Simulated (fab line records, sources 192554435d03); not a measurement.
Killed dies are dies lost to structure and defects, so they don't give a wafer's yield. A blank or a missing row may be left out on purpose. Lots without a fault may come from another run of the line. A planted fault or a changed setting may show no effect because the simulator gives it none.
A struck lot beside a sound one | flow n5_finfet | 22 steps out of a route of 1938
Sound: wafers L949.1, L949.4, L949.5. Struck: wafers L943.3, L943.4, L943.5. The cause comes at the end.
At each step with rows: each side's tool, then ch and its chambers, then its first start. Under that, the readings that differ: sound wafers | struck wafers | difference of the means | sigmas: that difference in standard deviations of wafers without a fault.
alike: readings whose means differ by less than 2 such deviations, and words and numbers that are the same on both sides. not compared: withheld readings, readings that some wafer has no value for, bounds like >300 that may hide the same value, and numbers for which the record gives no deviation and whose values overlap.
The two part at a step that has a row with sigmas, a row that says differs or no value, or rows on one side only. Numbers that don't overlap but have no deviation are shown without sigmas and don't part them. A reading that every wafer of one side lacks parts them only if that side has two wafers or more.

first, 11 steps without rows for these wafers: N5_WELL_APT_OXIDE_STRIP_42 (strips SiO2 in dHF, time 45 s, target depth 12 nm); N5_WELL_APT_PRECLEAN_36 (cleans in O3/DIW, time 45 s); N5_WELL_APT_PRECLEAN_39 (cleans in dHF, time 60 s); N5_WELL_APT_SRD_37 (time 30 s); N5_WELL_APT_EPI_41 (deposits Si from SiH4/H2, target thk 50 nm, time 297.7 s); N5_PMOS_HMC_CHANNEL_EPI_HM_DEP_34 (deposits SiO2 from TEOS/O2, target thk 36 nm, time 6.9 s); N5_PMOS_HMC_CHANNEL_EPI_COAT_31 (time 60 s, resist thk 66 nm); N5_PMOS_HMC_CHANNEL_EPI_COAT_03 (resist thk 205 nm); N5_PMOS_HMC_CHANNEL_EPI_EBR_05; N5_PMOS_HMC_CHANNEL_EPI_SOFTBAKE_04 (time 60 s); N5_PMOS_HMC_CHANNEL_EPI_EXPOSE_06 (exposes mask PMOS HMC BLK, target cd 240 nm).
N5_PMOS_HMC_CHANNEL_EPI_PEB_07: peb time 60 s.
  sound on litho_track-01 ch 0, day 7 11:29; struck on litho_track-02 ch 0, day 5 23:16
  reading          | sound                | struck               | difference | sigmas
  plate_temp_C (C) | 109.90 109.73 109.85 | 110.80 110.86 110.81 | +1.00      | +8
then, 1 step without rows for these wafers: N5_PMOS_HMC_CHANNEL_EPI_DEVELOP_08 (develop time 30 s).
N5_PMOS_HMC_CHANNEL_EPI_DESCUM_14: chemistry O2, time 7.9 s.
  sound on rie_diel-02 ch 0,1, day 7 11:38; struck on rie_diel-06 ch 2,3, day 5 23:25
  reading                               | sound             | struck            | difference | sigmas
  throttle_valve_pct (%)                | 20.27 20.10 20.09 | 20.92 20.92 20.58 | +0.65      | +3
  model.PMOS_HMC_CHANNEL_EPI.cd_nm (nm) | 234.7 236 236.8   | 240.1 240 239.4   | +4.0       |
  alike: bias_power_w, drypump_motor_current_A, oes_product_au, rf_vpp_V, showerhead_plenum_p_Torr, temp_c
  not compared: rf_hours_counter_h
then, 5 steps without rows for these wafers: N5_PMOS_HMC_CHANNEL_EPI_ETCH_32 (etches BARC in N2/H2, stops on SiO2, target depth 85.8 nm, time 50.3 s); N5_PMOS_HMC_CHANNEL_EPI_HM_OPEN_15 (chemistry CHF3/O2, target SiO2, target depth 40.6 nm, time 20.3 s); N5_PMOS_HMC_CHANNEL_EPI_STRIP_33 (strips in N2/H2); N5_PMOS_HMC_CHANNEL_EPI_STRIP_17 (strips in SPM, time 750 s); N5_PMOS_HMC_CHANNEL_EPI_ETCH_38 (etches SiO2 in CF4, target depth 1.5 nm).
N5_PMOS_HMC_CHANNEL_EPI_FIN_RECESS_16: chemistry HBr/Cl2, target Si, target depth 54 nm, time 18 s.
  sound on rie_si-02 ch 1,2,3, day 7 12:06; struck on rie_si-02 ch 0,1,2, day 5 23:53
  reading                               | sound             | struck            | difference | sigmas
  model.PMOS_HMC_CHANNEL_EPI.cd_nm (nm) | 238.1 238.8 239.3 | 241.8 240.8 242.1 | +2.8       |
  alike: HBr_flow_sccm, drypump_motor_current_A, mfc_cl2_sccm, oes_product_au, throttle_valve_pct
  not compared: rf_hours_counter_h
then, 1 step without rows for these wafers: N5_PMOS_HMC_CHANNEL_EPI_PRECLEAN_36 (cleans in O3/DIW, time 45 s).
-- the record jumps here: 9 days lie between the struck wafers' starts before and after (it left off in module PMOS_HMC_CHANNEL_EPI and takes up again in module BEOL_M4, whose first step shown is number 1111 of the route) --
N5_BEOL_M4_RC_MEAS_101:
  sound on prober-02 ch 0, day 15 13:25; struck on prober-01 ch 0, day 14 16:14
  alike: DIBL_N, DIBL_P, IOFF_N, IOFF_P, ION_N, ION_P, SS_N, SS_P, VT_N, VT_P

WHERE THEY PART
First at N5_PMOS_HMC_CHANNEL_EPI_PEB_07; last, within this record, at N5_PMOS_HMC_CHANNEL_EPI_DESCUM_14. Later steps at which nothing parts them and some readings are alike: N5_PMOS_HMC_CHANNEL_EPI_FIN_RECESS_16, N5_BEOL_M4_RC_MEAS_101.

WHY: what the simulator had put in
Process parameter drift: litho_track-02, from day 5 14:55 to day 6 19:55, at N5_PMOS_HMC_CHANNEL_EPI_PEB_07. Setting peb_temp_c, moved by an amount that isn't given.
